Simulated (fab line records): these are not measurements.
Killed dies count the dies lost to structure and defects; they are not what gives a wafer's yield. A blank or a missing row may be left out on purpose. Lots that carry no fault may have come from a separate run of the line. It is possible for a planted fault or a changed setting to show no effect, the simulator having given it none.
fab line records	flow n5Finfet
record: lots: 7	wafers: 20	lastDay: 17
route steps=1938 shown DUMMY_REMOVAL@383 HKMG_FIN@385 PASSIVATION@1936
lots untouched by any fault: they come from a run of this same line in which no faults occurred
startH: start of the lot's first displayed wafer, in hours after the record's first day	waitH: how many hours have passed since the lot's step before this one	" as in the row above	L1.1+2: several wafers, shown together as one row	- no value, or no start was given	* or withheld: withheld	< > ~ a bound
route shown NAME@n: NAME is a module with steps in the file, n the number in the route of the first one	usual: the fault-free wafers' mean and standard deviation	same: alike in all rows	chamber/n: place in a boat	sites: each site's reading	_std_site: their standard deviation	_edge_site: inner sites' mean taken away from outer sites' mean	radiusMm: for every site, how far away it sits from the centre of the wafer	mask NAME#n: copy n	behind: the most recent tool/chamber to have shaped the wafer	hold: reason for holding the lot/hours on hold/outcome of the hold	device: which transistor (n, p or np) failed to switch	end of line: at the end of the route, the tests of the same wafers	for a step that has no rows: nothing shown but its recipe	killed: dies lost to structure and defects at the first sort, not the wafer's yield	map: dies across one wafer; x = killed, . = not, _ = none there
set.NAME: the setting that was run; set.NAME@STEP: the one run at that earlier step	model.NAME: the simulator's own value behind a step, which no gauge read
lots at selected steps of the route; one table per step, one row per wafer
services: from which hour (startH, from the record's first day; less than 0 if before it) a tool's chamber was out of use, for how many hours, and why
== steps ==
step: N5_DUMMY_REMOVAL_PRECLEAN_04
recipe: chemistry: DHF	timeS: 37	tempC: 25	dilution: 500:1
step: N5_DUMMY_REMOVAL_SRD_05
recipe: dry: ipaMarangoni	doPpb: 5	timeS: 30	tempC: 23	rinseLiquid: diw
step: N5_HKMG_FIN_IL_REGROW_00
recipe: material: SiO2	targetThkA: 7.5	chemistry: O3	tempC: withheld	timeS: 30
step: N5_HKMG_FIN_HK_ALD_01
recipe: material: HfO2	targetThkA: 16	tempC: withheld	aldPrecursorFamily: HfCl4	aldCoReactant: H2O	pulseTimeS: 3	purgeTimeS: 3	coReactantPurgeTimeS: 2.5	coReactantPulseTimeS: 0.3	aldCycles: 30
usual: precursorPulseHeightRel: 1.002/0.019
lot.wafer	tool	chamber	startH	waitH	precursorPulseHeightRel
L502.1	aldHk-02	3	104.78	0.0	0.993
L502.2	"	0	"	"	0.993
L502.5	"	3	"	"	1.013
L503.1	aldHk-03	0	109.35	0.0	1.027
L503.2	"	2	"	"	0.984
L503.6	"	2	"	"	1.005
L505.4	aldHk-03	1	121.08	0.0	1.008
L505.5	"	2	"	"	1.075
L511.2	aldHk-01	3	162.67	0.0	0.997
L511.5	"	1	"	"	1.012
L511.6	"	0	"	"	0.984
L513.3	aldHk-03	1	171.88	0.0	1.026
L513.4	"	3	"	"	1.011
L513.6	"	2	"	"	1.012
L516.2	aldHk-02	2	188.28	0.0	0.998
L516.4	"	1	"	"	1.022
L516.5	"	0	"	"	1.005
L518.2	aldHk-03	3	197.92	0.0	1.037
L518.5	"	3	"	"	0.966
L518.6	"	0	"	"	1.023
step: N5_HKMG_FIN_HK_ANNEAL_02
recipe: tempC: 700	timeS: 30	ambient: N2	idleTempC: 600	rampUpCPerS: 150	rampDownCPerS: 60	coolToC: 600
usual: lampPowerPct: 8.79/0.054	lamp_zone_6_pct: 8.725/0.01	wafer_temp_C_max: 702.9/0.71
same: timeS: 30
lot.wafer	tool	chamber	startH	waitH	lampPowerPct	lamp_zone_6_pct	wafer_temp_C_max
L502.1	rtpAnneal-02	0	104.98	0.1	8.77	8.727	702.6
L502.2	"	0	"	"	8.59	8.724	701.9
L502.5	"	0	"	"	8.85	8.753	703.2
L503.1	rtpAnneal-01	0	109.54	0.1	8.84	8.728	703.1
L503.2	"	0	"	"	8.80	8.714	702.8
L503.6	"	0	"	"	8.70	8.723	703.1
L505.4	rtpAnneal-02	0	121.36	0.2	8.74	8.716	702.3
L505.5	"	0	"	"	8.73	8.738	702.5
L511.2	rtpAnneal-02	0	162.88	0.1	8.84	8.724	703.8
L511.5	"	0	"	"	8.81	8.726	701.8
L511.6	"	0	"	"	8.89	8.715	703.3
L513.3	rtpAnneal-01	0	172.13	0.2	8.79	8.730	703.4
L513.4	"	0	"	"	8.77	8.718	703.4
L513.6	"	0	"	"	8.80	8.726	702.5
L516.2	rtpAnneal-01	0	188.52	0.2	8.77	8.714	703.3
L516.4	"	0	"	"	8.77	8.727	702.3
L516.5	"	0	"	"	8.87	8.718	702.5
L518.2	rtpAnneal-02	0	198.26	0.3	8.78	8.722	702.7
L518.5	"	0	"	"	8.79	8.721	702.9
L518.6	"	0	"	"	8.84	8.728	702.7
step: N5_HKMG_FIN_ALD_74
recipe: material: La2O3	targetThkA: 5	tempC: 250	aldPrecursorFamily: La-Cp	aldCoReactant: O3	pulseTimeS: 6	coReactantPulseTimeS: 1	purgeTimeS: 3	coReactantPurgeTimeS: 3
usual: heaterPowerW: 351/18	precursorPulseHeightRel: 1.001/0.02
lot.wafer	tool	chamber	startH	waitH	heaterPowerW	precursorPulseHeightRel
L502.1	aldHk-01	3	105.21	0.2	371	0.967
L502.2	"	1	"	"	371	1.006
L502.5	"	0	"	"	367	0.976
L503.1	aldHk-02	1	109.75	0.2	346	0.972
L503.2	"	0	"	"	366	0.989
L503.6	"	2	"	"	334	1.035
L505.4	aldHk-02	0	121.48	0.1	359	0.987
L505.5	"	0	"	"	350	1.014
L511.2	aldHk-03	1	163.08	0.2	319	1.016
L511.5	"	1	"	"	311	1.008
L511.6	"	2	"	"	364	1.042
L513.3	aldHk-02	3	172.29	0.1	376	1.030
L513.4	"	0	"	"	356	0.991
L513.6	"	1	"	"	336	1.007
L516.2	aldHk-01	1	188.71	0.2	371	0.996
L516.4	"	0	"	"	367	1.015
L516.5	"	2	"	"	332	1.008
L518.2	aldHk-02	3	198.44	0.2	372	0.985
L518.5	"	1	"	"	344	1.016
L518.6	"	0	"	"	361	1.003
step: N5_HKMG_FIN_ALD_75
recipe: material: Al2O3	targetThkA: 10	tempC: 150	aldPrecursorFamily: TMA	aldCoReactant: H2O	pulseTimeS: withheld	coReactantPulseTimeS: 1
usual: heaterPowerW: 152/7.9	precursorPulseHeightRel: 1.000/0.019
lot.wafer	tool	chamber	startH	waitH	heaterPowerW	precursorPulseHeightRel
L502.1	aldHk-01	3	105.29	0.0	162	1.015
L502.2	"	1	"	"	159	0.961
L502.5	"	0	"	"	155	0.978
L503.1	aldHk-02	1	109.83	0.0	147	0.993
L503.2	"	0	"	"	161	1.005
L503.6	"	2	"	"	150	0.984
L505.4	aldHk-02	0	121.56	0.0	154	0.970
L505.5	"	0	"	"	154	0.955
L511.2	aldHk-03	1	163.16	0.0	137	1.013
L511.5	"	1	"	"	138	0.987
L511.6	"	2	"	"	158	0.978
L513.3	aldHk-02	3	172.36	0.0	161	1.024
L513.4	"	0	"	"	158	1.025
L513.6	"	1	"	"	145	1.047
L516.2	aldHk-01	1	188.78	0.0	161	0.996
L516.4	"	0	"	"	162	0.992
L516.5	"	2	"	"	137	1.002
L518.2	aldHk-02	3	198.52	0.0	160	1.020
L518.5	"	1	"	"	148	1.006
L518.6	"	0	"	"	156	0.998
step: N5_HKMG_FIN_COAT_41
recipe: resist: SOC	tempC: 250	timeS: 60	spinRpm: 1500	resistThkNm: 300
step: N5_HKMG_FIN_COAT_42
recipe: resist: SiARC	tempC: 220	timeS: 60	spinRpm: 1500	resistThkNm: 35
step: N5_HKMG_FIN_COAT_43
recipe: resist: CAR-ArF	spinRpm: 1500	resistThkNm: 90
step: N5_HKMG_FIN_EBR_45
recipe: solvent: PGMEA	ebrWidthMm: 1.5
step: N5_HKMG_FIN_SOFTBAKE_44
recipe: tempC: 110	timeS: 60	resist: CAR-ArF
step: N5_HKMG_FIN_EXPOSE_46
recipe: maskId: NDIPOLE	na: 1.35	sourceShape: conventional	sigmaOuter: 0.8	polarization: unpolarized	doseMj: 40
lot.wafer	tool	chamber	startH	waitH	mask
L502.1+2+5	arfiScanner-03	0	105.54	-	NDIPOLE#0
L503.1+2+6	arfiScanner-03	0	110.07	-	NDIPOLE#0
L505.4+5	arfiScanner-03	0	121.92	-	NDIPOLE#0
L511.2+5+6	arfiScanner-01	0	163.50	-	NDIPOLE#0
L513.3+4+6	arfiScanner-01	0	172.72	-	NDIPOLE#0
L516.2+4+5	arfiScanner-02	0	190.57	-	NDIPOLE#0
L518.2+5+6	arfiScanner-03	0	198.87	-	NDIPOLE#0
step: N5_HKMG_FIN_PEB_47
recipe: pebTempC: withheld	pebTimeS: 60	resist: CAR-ArF
step: N5_HKMG_FIN_DEVELOP_48
recipe: developTimeS: 30	developer: TMAH	resist: CAR-ArF	rinseLiquid: diw	dry: airSpin	devTempC: 23
step: N5_HKMG_FIN_CD_MEAS_49
recipe: targetCdNm: 202	landingEnergyEv: 500	detector: seInlens	polarity: opening
usual: cdNm: 202.3/0.55
lot.wafer	tool	chamber	startH	waitH	cdNm
L502.1	cdSem-02	0	105.67	-	202.1
L502.2	"	0	"	"	201.9
L502.5	"	0	"	"	281.8
L503.1	cdSem-03	0	110.19	-	201.6
L503.2	"	0	"	"	202.2
L503.6	"	0	"	"	281.4
L505.4	cdSem-03	0	122.03	-	202.1
L505.5	"	0	"	"	279.5
L511.2	cdSem-02	0	163.62	-	202.4
L511.5	"	0	"	"	202.6
L511.6	"	0	"	"	202.2
L513.3	cdSem-01	0	172.83	-	201.8
L513.4	"	0	"	"	202.4
L513.6	"	0	"	"	202.0
L516.2	cdSem-02	0	190.69	-	202.3
L516.4	"	0	"	"	203.0
L516.5	"	0	"	"	202.1
L518.2	cdSem-03	0	198.99	-	201.6
L518.5	"	0	"	"	202.3
L518.6	"	0	"	"	202.3
step: N5_HKMG_FIN_OVL_MEAS_50
recipe: pointsPerWafer: 44
usual: NDIPOLE_OVL: 0.0/0.74
lot.wafer	tool	chamber	startH	waitH	NDIPOLE_OVL[nm]
L502.1	overlay-02	0	105.70	0.0	-1.1
L502.2	"	0	"	"	0.7
L502.5	"	0	"	"	-0.8
L503.1	overlay-02	0	110.22	0.0	0.6
L503.2	"	0	"	"	1.1
L503.6	"	0	"	"	0.6
L505.4	overlay-02	0	122.06	0.0	1.4
L505.5	"	0	"	"	1.3
L511.2	overlay-01	0	163.65	0.0	0.0
L511.5	"	0	"	"	-0.6
L511.6	"	0	"	"	-0.3
L513.3	overlay-02	0	172.86	0.0	-0.8
L513.4	"	0	"	"	-1.4
L513.6	"	0	"	"	0.3
L516.2	overlay-02	0	190.72	0.0	-0.1
L516.4	"	0	"	"	-0.4
L516.5	"	0	"	"	0.3
L518.2	overlay-02	0	199.02	0.0	0.0
L518.5	"	0	"	"	-0.1
L518.6	"	0	"	"	1.6
step: N5_PASSIVATION_PROBE_49
usual: killed_at_M0_to_M3: 37/12	killed_at_M4_up: 14/5.3	killedAtContacts: 12/6.2	killedAtFrontEnd: 41/11	killedAtOther: 3.7/2.9	killedDies: 107/17	killedOnRim: 14/4.4	killedOpen: 71/12	killedShort: 34/7.9
same: grossDies: 1180	killedAtBackSide: 0
lot.wafer	tool	chamber	startH	waitH	killed_at_M0_to_M3	killed_at_M4_up	killedAtContacts	killedAtFrontEnd	killedAtOther	killedDies	killedOnRim	killedOpen	killedShort
L503.6	prober-01	-	311.14	0.3	22	23	9	1124	2	1180	152	66	25
L502.1	prober-01	-	313.20	0.0	21	11	7	48	3	90	4	61	28
L502.2	prober-01	-	313.25	0.1	35	11	10	44	3	103	6	61	41
L502.5	prober-01	-	313.40	0.2	29	13	13	1117	8	1180	152	69	33
L505.4	prober-02	-	325.19	0.2	30	13	18	49	2	112	18	75	35
L505.5	prober-02	-	325.24	0.2	37	9	8	1121	5	1180	152	69	39
L511.2	prober-02	-	366.71	0.1	44	15	11	25	0	95	15	69	24
L511.5	prober-02	-	366.86	0.2	28	14	7	31	4	84	9	58	25
L511.6	prober-02	-	366.91	0.3	46	19	11	36	8	120	18	80	40
L513.3	prober-02	-	389.10	0.1	31	7	12	20	9	79	10	50	29
L513.4	prober-02	-	389.15	0.2	31	18	12	53	3	117	11	78	32
L513.6	prober-02	-	389.25	0.3	52	19	18	32	5	126	21	80	40
L518.2	prober-01	-	403.46	0.1	28	21	10	54	1	114	26	70	35
L518.5	prober-01	-	403.61	0.2	42	20	11	55	0	128	16	90	38
L518.6	prober-01	-	403.66	0.3	32	12	6	63	1	114	15	73	40
killed by level:class
L503.6 HKMG_FIN:areaExpose=1089 BEOL_M4:geometricParticle:open=14 STI_FIN_REVEAL:geometricParticle:open=11 FIN_SAQP:geometricParticle:open=7 MOL_CONTACT_COAG:geometricParticle:open=6 BEOL_M0_SAQP:geometricParticle:open=6 FIN_SAQP:geometricParticle:short=5 BEOL_M0_SAQP:geometricParticle:short=5
L502.1 DUMMY_GATE:geometricParticle:open=16 STI_FIN_REVEAL:geometricParticle:open=8 MOL_CONTACT_COAG:geometricParticle:open=6 BEOL_M1:geometricParticle:open=6 DUMMY_GATE:geometricParticle:short=5 FIN_SAQP:geometricParticle:open=4 BEOL_M1:geometricParticle:short=4 BEOL_M5:geometricParticle:open=4
L502.2 DUMMY_GATE:geometricParticle:open=11 BEOL_M1:geometricParticle:open=9 GATE_CUT:geometricParticle:short=8 MOL_CONTACT_COAG:geometricParticle:open=8 BEOL_M0_SAQP:geometricParticle:short=7 GATE_CUT:geometricParticle:open=6 BEOL_M3:geometricParticle:open=6 DUMMY_GATE:geometricParticle:short=5
L502.5 HKMG_FIN:areaExpose=1077 DUMMY_GATE:geometricParticle:open=16 MOL_CONTACT_COAG:geometricParticle:open=9 BEOL_M1:geometricParticle:open=8 PASS1_CAP:geometricParticle:open=5 BEOL_M3:geometricParticle:short=5 BEOL_M5:geometricParticle:open=5 GATE_CUT:geometricParticle:short=4
L505.4 FIN_SAQP:geometricParticle:short=18 MOL_CONTACT_COAG:geometricParticle:open=16 BEOL_M2:geometricParticle:open=14 FIN_SAQP:geometricParticle:open=10 DUMMY_GATE:geometricParticle:open=7 STI_FIN_REVEAL:geometricParticle:open=6 BEOL_M0_SAQP:geometricParticle:short=5 BEOL_M5:geometricParticle:open=4
L505.5 HKMG_FIN:areaExpose=1072 FIN_SAQP:geometricParticle:short=13 FIN_SAQP:geometricParticle:open=9 BEOL_M0_SAQP:geometricParticle:open=9 STI_FIN_REVEAL:geometricParticle:open=8 DUMMY_GATE:geometricParticle:open=8 BEOL_M2:geometricParticle:open=8 MOL_CONTACT_COAG:geometricParticle:open=7
L511.2 BEOL_M1:geometricParticle:open=9 MOL_CONTACT_COAG:geometricParticle:open=7 BEOL_M0_SAQP:geometricParticle:open=7 BEOL_M0:geometricParticle:open=7 BEOL_M3:geometricParticle:open=7 FIN_SAQP:geometricParticle:open=5 BEOL_M2:geometricParticle:open=5 ILD0:geometricParticle:short=4
L511.5 BEOL_M1:geometricParticle:open=10 BEOL_M0:geometricParticle:open=6 FIN_SAQP:geometricParticle:open=5 STI_FIN_REVEAL:geometricParticle:open=5 STARTING-WAFER:geometricParticle:short=5 BEOL_M3:geometricParticle:open=5 DUMMY_GATE:geometricParticle:open=4 MOL_CONTACT_COAG:geometricParticle:open=4
L511.6 BEOL_M0:geometricParticle:open=11 MOL_CONTACT_COAG:geometricParticle:open=9 BEOL_M0_SAQP:geometricParticle:short=9 BEOL_M4:geometricParticle:open=9 BEOL_M2:geometricParticle:open=8 FIN_SAQP:geometricParticle:open=7 MIM_TOP:geometricParticle:open=5 DUMMY_GATE:geometricParticle:open=4
L513.3 MOL_CONTACT_COAG:geometricParticle:open=11 BEOL_M1:geometricParticle:open=8 BEOL_M2:geometricParticle:open=8 PAD_METAL:geometricParticle:short=6 STI_FIN_REVEAL:geometricParticle:open=4 BEOL_M0_SAQP:geometricParticle:short=4 FIN_SAQP:geometricParticle:short=3 BEOL_M0:geometricParticle:open=3
L513.4 STI_FIN_REVEAL:geometricParticle:open=22 MOL_CONTACT_COAG:geometricParticle:open=9 BEOL_M4:geometricParticle:open=9 BEOL_M0_SAQP:geometricParticle:open=8 GATE_CUT:geometricParticle:short=6 BEOL_M2:geometricParticle:open=6 STI_FIN_REVEAL:geometricParticle:short=5 BEOL_M0_SAQP:geometricParticle:short=5
L513.6 MOL_CONTACT_COAG:geometricParticle:open=11 BEOL_M0_SAQP:geometricParticle:open=11 BEOL_M3:geometricParticle:open=9 BEOL_M0_SAQP:geometricParticle:short=8 BEOL_M2:geometricParticle:open=8 BEOL_M4:geometricParticle:open=8 MOL_CONTACT_COAG:geometricParticle:short=6 GATE_CUT:geometricParticle:short=5
L518.2 FIN_SAQP:geometricParticle:open=19 BEOL_M4:geometricParticle:open=8 FIN_SAQP:geometricParticle:short=7 BEOL_M0_SAQP:geometricParticle:short=7 BEOL_M3:geometricParticle:open=7 MOL_CONTACT_COAG:geometricParticle:open=6 HKMG_FIN:areaEtch=6 STI_FIN_REVEAL:geometricParticle:open=4
L518.5 FIN_SAQP:geometricParticle:open=23 FIN_SAQP:geometricParticle:short=12 BEOL_M4:geometricParticle:open=11 MOL_CONTACT_COAG:geometricParticle:open=10 STI_FIN_REVEAL:geometricParticle:open=7 BEOL_M3:geometricParticle:open=7 BEOL_M3:geometricParticle:short=7 BEOL_M2:geometricParticle:open=6
L518.6 FIN_SAQP:geometricParticle:open=20 FIN_SAQP:geometricParticle:short=14 BEOL_M3:geometricParticle:open=8 GATE_CUT:geometricParticle:short=7 STI_FIN_REVEAL:geometricParticle:open=6 GATE_CUT:geometricParticle:open=6 BEOL_M0:geometricParticle:open=6 BEOL_M1:geometricParticle:open=6
map L502.5 (x killed, . not)
_________________xxxxxxxxxxxx________________
______________xxxxxxxxxxxxxxxxxx_____________
___________xxxxxxxxxxxxxxxxxxxxxxxx__________
__________xxxxxxxxxxxxxxxxxxxxxxxxxx_________
________xxxxxxxxxxxxxxxxxxxxxxxxxxxxxx_______
_______xxxxxxxxxxxxxxxxxxxxxxxxxxxxxxxx______
______xxxxxxxxxxxxxxxxxxxxxxxxxxxxxxxxxx_____
_____xxxxxxxxxxxxxxxxxxxxxxxxxxxxxxxxxxxx____
____xxxxxxxxxxxxxxxxxxxxxxxxxxxxxxxxxxxxxx___
___xxxxxxxxxxxxxxxxxxxxxxxxxxxxxxxxxxxxxxxx__
___xxxxxxxxxxxxxxxxxxxxxxxxxxxxxxxxxxxxxxxx__
__xxxxxxxxxxxxxxxxxxxxxxxxxxxxxxxxxxxxxxxxxx_
__xxxxxxxxxxxxxxxxxxxxxxxxxxxxxxxxxxxxxxxxxx_
_xxxxxxxxxxxxxxxxxxxxxxxxxxxxxxxxxxxxxxxxxxxx
_xxxxxxxxxxxxxxxxxxxxxxxxxxxxxxxxxxxxxxxxxxxx
_xxxxxxxxxxxxxxxxxxxxxxxxxxxxxxxxxxxxxxxxxxxx
_xxxxxxxxxxxxxxxxxxxxxxxxxxxxxxxxxxxxxxxxxxxx
_xxxxxxxxxxxxxxxxxxxxxxxxxxxxxxxxxxxxxxxxxxxx
_xxxxxxxxxxxxxxxxxxxxxxxxxxxxxxxxxxxxxxxxxxxx
_xxxxxxxxxxxxxxxxxxxxxxxxxxxxxxxxxxxxxxxxxxxx
_xxxxxxxxxxxxxxxxxxxxxxxxxxxxxxxxxxxxxxxxxxxx
__xxxxxxxxxxxxxxxxxxxxxxxxxxxxxxxxxxxxxxxxxx_
__xxxxxxxxxxxxxxxxxxxxxxxxxxxxxxxxxxxxxxxxxx_
___xxxxxxxxxxxxxxxxxxxxxxxxxxxxxxxxxxxxxxxx__
___xxxxxxxxxxxxxxxxxxxxxxxxxxxxxxxxxxxxxxxx__
____xxxxxxxxxxxxxxxxxxxxxxxxxxxxxxxxxxxxxx___
_____xxxxxxxxxxxxxxxxxxxxxxxxxxxxxxxxxxxx____
______xxxxxxxxxxxxxxxxxxxxxxxxxxxxxxxxxx_____
_______xxxxxxxxxxxxxxxxxxxxxxxxxxxxxxxx______
________xxxxxxxxxxxxxxxxxxxxxxxxxxxxxx_______
__________xxxxxxxxxxxxxxxxxxxxxxxxxx_________
___________xxxxxxxxxxxxxxxxxxxxxxxx__________
______________xxxxxxxxxxxxxxxxxx_____________
_________________xxxxxxxxxxxx________________
map L503.6 (x killed, . not)
_________________xxxxxxxxxxxx________________
______________xxxxxxxxxxxxxxxxxx_____________
___________xxxxxxxxxxxxxxxxxxxxxxxx__________
__________xxxxxxxxxxxxxxxxxxxxxxxxxx_________
________xxxxxxxxxxxxxxxxxxxxxxxxxxxxxx_______
_______xxxxxxxxxxxxxxxxxxxxxxxxxxxxxxxx______
______xxxxxxxxxxxxxxxxxxxxxxxxxxxxxxxxxx_____
_____xxxxxxxxxxxxxxxxxxxxxxxxxxxxxxxxxxxx____
____xxxxxxxxxxxxxxxxxxxxxxxxxxxxxxxxxxxxxx___
___xxxxxxxxxxxxxxxxxxxxxxxxxxxxxxxxxxxxxxxx__
___xxxxxxxxxxxxxxxxxxxxxxxxxxxxxxxxxxxxxxxx__
__xxxxxxxxxxxxxxxxxxxxxxxxxxxxxxxxxxxxxxxxxx_
__xxxxxxxxxxxxxxxxxxxxxxxxxxxxxxxxxxxxxxxxxx_
_xxxxxxxxxxxxxxxxxxxxxxxxxxxxxxxxxxxxxxxxxxxx
_xxxxxxxxxxxxxxxxxxxxxxxxxxxxxxxxxxxxxxxxxxxx
_xxxxxxxxxxxxxxxxxxxxxxxxxxxxxxxxxxxxxxxxxxxx
_xxxxxxxxxxxxxxxxxxxxxxxxxxxxxxxxxxxxxxxxxxxx
_xxxxxxxxxxxxxxxxxxxxxxxxxxxxxxxxxxxxxxxxxxxx
_xxxxxxxxxxxxxxxxxxxxxxxxxxxxxxxxxxxxxxxxxxxx
_xxxxxxxxxxxxxxxxxxxxxxxxxxxxxxxxxxxxxxxxxxxx
_xxxxxxxxxxxxxxxxxxxxxxxxxxxxxxxxxxxxxxxxxxxx
__xxxxxxxxxxxxxxxxxxxxxxxxxxxxxxxxxxxxxxxxxx_
__xxxxxxxxxxxxxxxxxxxxxxxxxxxxxxxxxxxxxxxxxx_
___xxxxxxxxxxxxxxxxxxxxxxxxxxxxxxxxxxxxxxxx__
___xxxxxxxxxxxxxxxxxxxxxxxxxxxxxxxxxxxxxxxx__
____xxxxxxxxxxxxxxxxxxxxxxxxxxxxxxxxxxxxxx___
_____xxxxxxxxxxxxxxxxxxxxxxxxxxxxxxxxxxxx____
______xxxxxxxxxxxxxxxxxxxxxxxxxxxxxxxxxx_____
_______xxxxxxxxxxxxxxxxxxxxxxxxxxxxxxxx______
________xxxxxxxxxxxxxxxxxxxxxxxxxxxxxx_______
__________xxxxxxxxxxxxxxxxxxxxxxxxxx_________
___________xxxxxxxxxxxxxxxxxxxxxxxx__________
______________xxxxxxxxxxxxxxxxxx_____________
_________________xxxxxxxxxxxx________________
== services ==
tool	chamber	startH	hours	kind
aldHk-01	-	87.70	2.8	pm
arfiScanner-01	-	100.56	2.3	repair
arfiScanner-01	-	104.10	1.3	repair
arfiScanner-03	0	106.16	-	calibration
aldHk-01	-	111.97	0.5	repair
arfiScanner-02	-	112.87	1.3	pm
arfiScanner-03	-	114.17	1.0	pm
arfiScanner-03	-	122.06	1.3	pm
arfiScanner-01	-	124.91	1.3	pm
arfiScanner-01	-	126.21	0.8	pm
arfiScanner-03	-	145.43	0.8	pm
aldHk-01	-	149.55	1.6	repair
arfiScanner-02	-	153.63	0.8	pm
arfiScanner-03	-	163.39	1.5	pm
arfiScanner-01	0	174.15	-	calibration
aldHk-03	-	174.19	8.7	pm
== key ==
firstSign: step: N5_HKMG_FIN_CD_MEAS_49	reading: cdNm	direction: up	sigmas: 99+	usual: 202.3	struck: 280.9
effect: step: N5_PASSIVATION_PROBE_49	reading: killedAtFrontEnd	direction: up	sigmas: 99+	usual: 41	struck: 1121
moreKillsBornAt: N5_HKMG_FIN_EXPOSE_46@arfiScanner-03: 3238
metAt N5_HKMG_FIN_EXPOSE_46
struckWafers L502.5,L503.6,L505.5
laterRowsLeftOut L502.5,L503.6,L505.5
testerLeftOut L502,L503,L505
fault: kind: processParameterDrift	tool: arfiScanner-03	chamber: -	onsetH: 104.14	steps: N5_HKMG_FIN_EXPOSE_46	channel: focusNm	offset: 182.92	shape: step	endH: 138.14	scope: struckWafersOnly
testerLeftOut: of these lots the tester's yield and bins aren't shown, on N5 and GAA mostly nor the transistor test; their killed dies are dies lost to structure and defects alone, not to doping, threshold or leakage, so they don't give the yield
laterRowsLeftOut: the simulator's readings of these wafers behind a module that went badly wrong aren't trusted and aren't shown, but for the sort
